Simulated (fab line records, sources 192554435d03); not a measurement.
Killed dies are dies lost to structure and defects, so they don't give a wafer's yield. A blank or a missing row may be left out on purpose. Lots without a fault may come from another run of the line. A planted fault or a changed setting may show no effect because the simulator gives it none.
A struck lot beside a sound one | flow n5_finfet | 12 steps out of a route of 1938
Sound: wafers L616.2, L616.3, L616.5. Struck: wafers L622.1, L622.3, L622.6. The cause comes at the end.
At each step with rows: each side's tool, then ch and its chambers, then its first start. Under that, the readings that differ: sound wafers | struck wafers | difference of the means | sigmas: that difference in standard deviations of wafers without a fault.
alike: readings whose means differ by less than 2 such deviations, and words and numbers that are the same on both sides. not compared: withheld readings, readings that some wafer has no value for, bounds like >300 that may hide the same value, and numbers for which the record gives no deviation and whose values overlap.
The two part at a step that has a row with sigmas, a row that says differs or no value, or rows on one side only. Numbers that don't overlap but have no deviation are shown without sigmas and don't part them. A reading that every wafer of one side lacks parts them only if that side has two wafers or more.

first, 7 steps without rows for these wafers: N5_ILD0_LINER_00 (material SiNx, target thk 4 nm, pulse time 1 s, purge time 2 s); N5_ILD0_FCVD_FILL_01 (material SiO2 flowable, target thk 200 nm, time 328.3 s); N5_ILD0_CURE_02 (time 1800 s); N5_ILD0_CMP_03 (polishes, stops on SiNx, t overpolish 1.9 s, target thk 197.38 nm); N5_ILD0_CMP_07 (polishes SiO2 flowable, stops on poly-Si, t overpolish 1.18 s, target thk 138.88 nm); N5_ILD0_PRECLEAN_10 (cleans in NF3:NH3, afs cycles 5, time 20 s, sublimation time 60 s); N5_ILD0_ALD_15 (deposits SiNx, target thk 24 nm, pulse time 1 s, ald cycles 480).
N5_ILD0_CMP_12: polishes SiNx, stops on poly-Si, t overpolish 6 s, target thk 17.67 nm.
  sound on cmp-03 ch 0,1,3, day 4 08:15; struck on cmp-03 ch 1,2,3, day 5 16:27
  alike: motor_current_A, overpolish_run_s, platen_rpm, time_to_endpoint_s
N5_ILD0_INSPECT_06: inspects for defects (darkfield).
  sound on defect_inspect-02, day 4 08:32; struck on defect_inspect-01, day 5 16:44
  reading          | sound    | struck      | difference | sigmas
  raw_defect_count | 40 39 56 | 249 287 285 | +229       | +13
then, 1 step without rows for these wafers: N5_SDB_HM_DEP_00 (deposits SiNx from SiH4/NH3/N2, target thk 40 nm, time 35.3 s).
-- the record jumps here: 5 days lie between the struck wafers' starts before and after (it left off in module SDB and takes up again in module BEOL_M4, whose first step shown is number 1111 of the route) --
N5_BEOL_M4_RC_MEAS_101:
  sound on prober-01 ch 0, day 8 22:01; struck on prober-01 ch 0, day 10 06:32
  alike: DIBL_N, DIBL_P, IOFF_N, IOFF_P, ION_N, ION_P, SS_N, SS_P, VT_N, VT_P
-- the record jumps here: 5 days lie between the struck wafers' starts before and after (it left off in module BEOL_M4 and takes up again in module PASSIVATION, whose first step shown is number 1936 of the route) --
N5_PASSIVATION_PROBE_49:
  sound on prober-01, day 13 06:47; struck on prober-01, day 15 01:19
  reading                  | sound          | struck         | difference | sigmas
  defect_limited_yield (%) | 90.3 90.3 89.9 | 76.1 75.5 72.9 | -15.3      | -11
  killed_at_contacts       | 22 23 36       | 6 3 6          | -22        | -3
  killed_at_front_end      | 54 45 44       | 237 252 267    | +204       | +21
  killed_dies              | 115 114 119    | 282 289 320    | +181       | +11
  killed_on_rim            | 13 13 17       | 41 40 42       | +27        | +6
  sort_bin_5_function (%)  | 5.9 5.7 6.4    | 14.2 14.2 17.3 | +9.2       | +10
  sort_bin_6_memory (%)    | 3.2 3.6 3.3    | 8.6 8.7 9.0    | +5.4       | +9
  sort_n_pass              | 1065 1066 1061 | 898 850 860    | -195       | -8
  sort_yield_pct (%)       | 90.3 90.3 89.9 | 76.1 72.0 72.9 | -16.5      | -9
  alike: killed_at_M0_to_M3, killed_at_M4_up, killed_at_other, killed_open, killed_short, sort_bin_8_speed

WHERE THEY PART
First at N5_ILD0_INSPECT_06; last, within this record, at N5_PASSIVATION_PROBE_49.

WHY: what the simulator had put in
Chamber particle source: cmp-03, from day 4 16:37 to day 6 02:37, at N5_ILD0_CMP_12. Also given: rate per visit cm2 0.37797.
